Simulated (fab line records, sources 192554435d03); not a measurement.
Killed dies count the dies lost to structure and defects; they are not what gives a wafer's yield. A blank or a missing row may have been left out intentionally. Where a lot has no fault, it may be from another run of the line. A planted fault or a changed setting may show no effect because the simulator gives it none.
Chamber matching / flow n5_finfet / N5_BEOL_M11_ETCH_62 on rie_diel-02: 4 sister chambers
The step etches SOC in N2/H2, target depth 110 nm, overetch 22 nm, time 165 s. 4 wafers are shown with their chamber, then 8 later ones without.

## WAFERS PAIRED WITH THEIR CHAMBERS
wafer=L082.2; chamber=3; throttle_valve_pct (%)=18.06
wafer=L083.2; chamber=2; throttle_valve_pct (%)=17.38
wafer=L083.4; chamber=1; throttle_valve_pct (%)=18.23
wafer=L087.2; chamber=0; throttle_valve_pct (%)=18.10

## WAFERS WHOSE CHAMBER IS MISSING
wafer=L087.4; throttle_valve_pct (%)=17.40
wafer=L087.6; throttle_valve_pct (%)=18.11
wafer=L093.2; throttle_valve_pct (%)=17.40
wafer=L093.4; throttle_valve_pct (%)=18.24
wafer=L093.6; throttle_valve_pct (%)=17.41
wafer=L097.1; throttle_valve_pct (%)=18.25
wafer=L097.4; throttle_valve_pct (%)=17.42
wafer=L097.5; throttle_valve_pct (%)=18.09

## THE CHAMBER EACH PASSED THROUGH
wafer=L087.4; from the rows above=2; in truth=2
wafer=L087.6; from the rows above=can't be placed: 0 or 3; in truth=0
wafer=L093.2; from the rows above=2; in truth=2
wafer=L093.4; from the rows above=1; in truth=1
wafer=L093.6; from the rows above=2; in truth=2
wafer=L097.1; from the rows above=1; in truth=1
wafer=L097.4; from the rows above=2; in truth=2
wafer=L097.5; from the rows above=can't be placed: 0 or 3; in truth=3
Correctly placed: 6 of 8. Cannot be placed on the basis of these rows: 2; the candidates contain the true chamber in 2. Placed wrongly: 0.
How it was worked out, from the rows above alone: a wafer's distance from a chamber is the root of the sum, over the readings, of the square of ((its reading less the chamber's mean) divided by the reading's scatter). The wafer belongs to the nearest chamber; if the next one is less than 2 further off, it can't be placed. For every chamber, the mean is computed from those of its wafers that are shown. The scatter (one wafer shown for each chamber): square how far every hidden wafer sits from the nearest shown wafer, average those squares and take the square root.
